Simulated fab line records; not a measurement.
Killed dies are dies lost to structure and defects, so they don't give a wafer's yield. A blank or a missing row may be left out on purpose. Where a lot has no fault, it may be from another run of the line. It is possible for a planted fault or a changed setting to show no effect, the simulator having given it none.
Matching of chambers :: flow nand_harc :: NHARC_A_CONTACT_DEP_85 on pecvd-02 has 3 sister chambers
The step deposits SiON, target thk 60 nm. 3 wafers are shown with their chamber, then 8 later ones without.

WAFERS, EACH WITH ITS CHAMBER
wafer: L172.5
chamber: 2
showerhead_vpp_V (V): 1094

wafer: L179.5
chamber: 1
showerhead_vpp_V (V): 1152

wafer: L180.2
chamber: 0
showerhead_vpp_V (V): 1206

WAFERS MISSING THEIR CHAMBER
wafer: L180.5
showerhead_vpp_V (V): 1154

wafer: L180.6
showerhead_vpp_V (V): 1080

wafer: L182.4
showerhead_vpp_V (V): 1206

wafer: L182.5
showerhead_vpp_V (V): 1193

wafer: L182.6
showerhead_vpp_V (V): 1162

wafer: L190.2
showerhead_vpp_V (V): 1105

wafer: L190.3
showerhead_vpp_V (V): 1165

wafer: L190.5
showerhead_vpp_V (V): 1214

EACH ONE'S CHAMBER
wafer: L180.5
from the rows above: 1
in truth: 1

wafer: L180.6
from the rows above: 2
in truth: 2

wafer: L182.4
from the rows above: 0
in truth: 0

wafer: L182.5
from the rows above: 0
in truth: 0

wafer: L182.6
from the rows above: 1
in truth: 1

wafer: L190.2
from the rows above: 2
in truth: 2

wafer: L190.3
from the rows above: 1
in truth: 1

wafer: L190.5
from the rows above: 0
in truth: 0
Correct placement for 8 of the 8. Can't be placed from these rows: 0. Wrongly placed: 0.
How it was worked out, from the rows above alone: a wafer's distance from a chamber is the root of the sum, over the readings, of the square of ((its reading less the chamber's mean) divided by the reading's scatter). The wafer belongs to the nearest chamber; if the next one is less than 2 further off, it can't be placed. The mean given for a chamber averages the wafers shown for that chamber. The scatter: with one shown wafer a chamber, the root of the mean of the squares of how far each hidden wafer lies from its nearest shown one.
